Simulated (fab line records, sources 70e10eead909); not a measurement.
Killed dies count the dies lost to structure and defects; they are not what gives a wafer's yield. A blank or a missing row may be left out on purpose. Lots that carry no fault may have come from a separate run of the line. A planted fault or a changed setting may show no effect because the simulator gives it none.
What tool caused it? | flow nandHarc | Sampling: 13 lots, 39 wafers, 4 of 1302 route steps

WHAT EACH GAUGE READ, for each wafer
The record lacks any reading of a measuring or inspecting step that a usual standard deviation could be used to judge.

TOOL THAT RAN EACH LOT (tool first, then ch and the chambers of the sampled wafers, then the start)
lot  | NHARC_A_STAIRCASE_ETCH_169        | NHARC_A_STAIRCASE_TRIM_12         | NHARC_A_STAIRCASE_TRIM_16         | NHARC_A_STAIRCASE_ETCH_19
L182 | rieDiel-01 ch 0,1,2, day 17 21:36 | rieDiel-04 ch 0,2,3, day 17 23:25 | rieDiel-04 ch 0,2,3, day 17 23:52 | rieDiel-04 ch 0,1,3, no start
L184 | rieDiel-01 ch 0,1,2, day 18 00:16 | rieDiel-09 ch 0,2,3, day 18 01:58 | rieDiel-09 ch 1,2,3, day 18 02:26 | rieDiel-09 ch 1,2,3, no start
L183 | rieDiel-09 ch 0,1,2, day 18 05:43 | rieDiel-09 ch 0,2,3, day 18 07:40 | rieDiel-09 ch 0,1,2, day 18 08:13 | rieDiel-09 ch 1,2,3, no start
L181 | rieDiel-09 ch 0,2,3, day 18 05:56 | rieDiel-01 ch 0,2, day 18 07:52   | rieDiel-01 ch 1,2, day 18 08:23   | rieDiel-01 ch 0,2, no start
L186 | rieDiel-04 ch 0,1,2, day 18 13:52 | rieDiel-04 ch 1,2, day 18 15:50   | rieDiel-04 ch 0,1, day 18 16:33   | rieDiel-04 ch 0,3, no start
L190 | rieDiel-04 ch 0,2,3, day 20 04:07 | rieDiel-04 ch 0,1,2, day 20 06:04 | rieDiel-04 ch 0,2,3, day 20 06:32 | rieDiel-04 ch 0,2,3, no start
L188 | rieDiel-01 ch 0,1,3, day 20 08:32 | rieDiel-04 ch 0,1,2, day 20 10:26 | rieDiel-04 ch 0,1,2, day 20 11:00 | rieDiel-04 ch 0,1, no start
L189 | rieDiel-09 ch 1,2,3, day 20 08:46 | rieDiel-04 ch 0,1,2, day 20 10:48 | rieDiel-04 ch 0,1,2, day 20 11:29 | rieDiel-04 ch 0,1,2, no start
L193 | rieDiel-01 ch 0,3, day 22 00:43   | rieDiel-04 ch 0,1,3, day 22 02:40 | rieDiel-04 ch 0,1,3, day 22 03:12 | rieDiel-04 ch 2,3, no start
L195 | rieDiel-09 ch 1,2, day 22 09:30   | rieDiel-09 ch 0,3, day 22 11:20   | rieDiel-09 ch 2,3, day 22 11:52   | rieDiel-09 ch 2,3, no start
L194 | rieDiel-01 ch 1,3, day 22 15:13   | rieDiel-01 ch 0,1,2, day 22 17:25 | rieDiel-01 ch 2,3, day 22 17:53   | rieDiel-01 ch 0,2,3, no start
L200 | rieDiel-01 ch 0,1,3, day 24 21:17 | rieDiel-01 ch 1,2,3, day 24 23:07 | rieDiel-01 ch 1,2,3, day 24 23:34 | rieDiel-01 ch 0,2,3, no start
L201 | rieDiel-01 ch 0,3, day 26 01:55   | rieDiel-09 ch 1,2, day 26 03:45   | rieDiel-09 ch 0,3, day 26 04:13   | rieDiel-09 ch 1,2,3, no start
- NHARC_A_STAIRCASE_ETCH_169: etches the open film in CH3F/O2, target depth 50 nm, time 107.1 s.
- NHARC_A_STAIRCASE_TRIM_12: chemistry O2, time 211.2 s.
- NHARC_A_STAIRCASE_TRIM_16: chemistry O2, time 211.2 s.
- NHARC_A_STAIRCASE_ETCH_19: etches the open film in C4F8/O2, target depth 100 nm, time 40.5 s.

AS READ BY THE TOOLS THEMSELVES (means over the sampled wafers that have a number; for cases with no such wafer, the mark the record gives instead)
NHARC_A_STAIRCASE_ETCH_169.
lot  | tool       | drypumpMotorCurrentA (A) | oesProductAu (a.u.) | rfFwdPowerW (W) | rfVppV (V) | showerheadPlenumPTorr (Torr) | throttleValvePct (%)
L182 | rieDiel-01 | 5.7                      | 0.975               | 495.7           | 246.0      | 2.56                         | 20.659
L184 | rieDiel-01 | 5.7                      | 0.976               | 497.2           | 246.2      | 2.56                         | 20.661
L183 | rieDiel-09 | 6.2                      | 0.957               | 497.9           | 243.6      | 2.43                         | 20.654
L181 | rieDiel-09 | 5.9                      | 0.946               | 497.2           | 244.3      | 2.45                         | 20.660
L186 | rieDiel-04 | 5.4                      | 0.970               | 497.7           | 245.5      | 2.53                         | 20.654
L190 | rieDiel-04 | 5.7                      | 0.967               | 496.1           | 244.3      | 2.46                         | 20.663
L188 | rieDiel-01 | 5.5                      | 0.969               | 498.0           | 243.9      | 2.49                         | 20.664
L189 | rieDiel-09 | 6.0                      | 0.990               | 498.1           | 245.4      | 2.51                         | 20.653
L193 | rieDiel-01 | 5.5                      | 0.949               | 497.6           | 244.3      | 2.52                         | 20.662
L195 | rieDiel-09 | 6.1                      | 0.978               | 498.9           | 244.9      | 2.46                         | 20.654
L194 | rieDiel-01 | 5.7                      | 0.970               | 497.8           | 243.4      | 2.38                         | 20.658
L200 | rieDiel-01 | 5.4                      | 0.971               | 497.0           | 245.5      | 2.47                         | 20.655
L201 | rieDiel-01 | 5.5                      | 0.973               | 496.9           | 244.8      | 2.51                         | 20.665

NHARC_A_STAIRCASE_TRIM_12.
lot  | tool       | drypumpMotorCurrentA (A) | oesProductAu (a.u.) | rfVppV (V) | runLengthS (s) | showerheadPlenumPTorr (Torr) | throttleValvePct (%)
L182 | rieDiel-04 | 5.8                      | 0.998               | 58.7       | 232.4          | 3.54                         | 17.046
L184 | rieDiel-09 | 5.9                      | 1.009               | 57.2       | 232.6          | 3.51                         | 17.036
L183 | rieDiel-09 | 5.9                      | 1.007               | 58.2       | 232.7          | 3.51                         | 17.031
L181 | rieDiel-01 | 6.2                      | 0.997               | 58.0       | 232.7          | 3.67                         | 17.038
L186 | rieDiel-04 | 5.6                      | 1.009               | 57.8       | 232.7          | 3.64                         | 17.032
L190 | rieDiel-04 | 5.4                      | 0.994               | 57.1       | 232.2          | 3.63                         | 17.031
L188 | rieDiel-04 | 5.4                      | 0.996               | 58.4       | 232.3          | 3.63                         | 17.041
L189 | rieDiel-04 | 5.4                      | 1.005               | 58.4       | 232.4          | 3.63                         | 17.033
L193 | rieDiel-04 | 5.6                      | 0.998               | 58.3       | 232.0          | 3.57                         | 17.034
L195 | rieDiel-09 | 5.9                      | 1.000               | 58.4       | 232.5          | 3.54                         | 17.032
L194 | rieDiel-01 | 5.7                      | 1.002               | 58.3       | 232.4          | 3.65                         | 17.049
L200 | rieDiel-01 | 5.9                      | 1.002               | 57.1       | 232.7          | 3.50                         | 17.041
L201 | rieDiel-09 | 6.3                      | 1.013               | 58.2       | 232.6          | 3.54                         | 17.043

NHARC_A_STAIRCASE_TRIM_16.
lot  | tool       | drypumpMotorCurrentA (A) | oesProductAu (a.u.) | rfVppV (V) | runLengthS (s) | showerheadPlenumPTorr (Torr) | throttleValvePct (%)
L182 | rieDiel-04 | 5.8                      | 0.996               | 57.1       | 232.6          | 3.54                         | 17.033
L184 | rieDiel-09 | 6.0                      | 1.013               | 58.3       | 232.5          | 3.60                         | 17.041
L183 | rieDiel-09 | 6.2                      | 1.011               | 58.2       | 233.0          | 3.49                         | 17.042
L181 | rieDiel-01 | 6.1                      | 1.001               | 57.8       | 232.6          | 3.62                         | 17.044
L186 | rieDiel-04 | 5.3                      | 1.002               | 57.4       | 231.9          | 3.68                         | 17.042
L190 | rieDiel-04 | 5.8                      | 0.998               | 57.4       | 232.3          | 3.53                         | 17.039
L188 | rieDiel-04 | 5.4                      | 0.995               | 57.6       | 232.3          | 3.63                         | 17.024
L189 | rieDiel-04 | 5.4                      | 0.985               | 58.1       | 232.3          | 3.63                         | 17.028
L193 | rieDiel-04 | 5.6                      | 1.005               | 57.8       | 212.9          | 3.57                         | 17.043
L195 | rieDiel-09 | 5.8                      | 1.018               | 57.1       | 232.8          | 3.56                         | 17.039
L194 | rieDiel-01 | 6.4                      | 1.002               | 57.5       | 232.4          | 3.51                         | 17.044
L200 | rieDiel-01 | 5.9                      | 0.998               | 58.0       | 232.7          | 3.50                         | 17.035
L201 | rieDiel-09 | 5.9                      | 1.000               | 57.8       | 232.7          | 3.52                         | 17.040

NHARC_A_STAIRCASE_ETCH_19.
lot  | tool       | oesProductAu (a.u.) | rfFwdPowerW (W) | rfVppV (V)
L182 | rieDiel-04 | 0.936               | 594.0           | 898
L184 | rieDiel-09 | 0.952               | 595.0           | 899
L183 | rieDiel-09 | 0.958               | 591.1           | 899
L181 | rieDiel-01 | 0.946               | 590.6           | 902
L186 | rieDiel-04 | 0.920               | 596.7           | 895
L190 | rieDiel-04 | 0.944               | 595.3           | 895
L188 | rieDiel-04 | 0.932               | 594.1           | 902
L189 | rieDiel-04 | 0.936               | 594.6           | 899
L193 | rieDiel-04 | 0.945               | 592.7           | 895
L195 | rieDiel-09 | 0.941               | 594.1           | 897
L194 | rieDiel-01 | 0.947               | 589.6           | 897
L200 | rieDiel-01 | 0.944               | 590.1           | 896
L201 | rieDiel-09 | 0.943               | 592.8           | 898

THE ANSWER, worked out from the rows above alone
Rule: usual is defined by the lots themselves. Put in order of their means at a reading, lots are off if they are a third of the lots or fewer, leave a main group of 4 or more, and stand apart from it by a gap of 3 or more times the standard deviation of the main group's means; of several such gaps the widest counts. A main group is skipped when, at the precision printed for the reading in the tables above, its means are all equal. A lot without any number at a reading at which 4 lots or more have one is off too. The other lots that the step has rows for count as sound. After the gauges, taken in route order, come the tools' own readings; for these a lot's mean is taken, as printed above. At the first step where some lot is off, the reading lying furthest off is the one used; lots without a number count as furthest.
Off: L193, at NHARC_A_STAIRCASE_TRIM_16 (runLengthS). For the main group the mean is 232.5 s and the standard deviation 0.28.
A tool fits if, at that step or a process step before it, it ran every lot that is off, and no sound lot after the first of them. One fits: rieDiel-04 at NHARC_A_STAIRCASE_TRIM_12 and NHARC_A_STAIRCASE_TRIM_16. At NHARC_A_STAIRCASE_TRIM_12 its last sound lot is L189 (day 20 10:48), its first lot that is off L193 (day 22 02:40): a fault that began between those two fits.

WHAT THE SIMULATOR PUT IN
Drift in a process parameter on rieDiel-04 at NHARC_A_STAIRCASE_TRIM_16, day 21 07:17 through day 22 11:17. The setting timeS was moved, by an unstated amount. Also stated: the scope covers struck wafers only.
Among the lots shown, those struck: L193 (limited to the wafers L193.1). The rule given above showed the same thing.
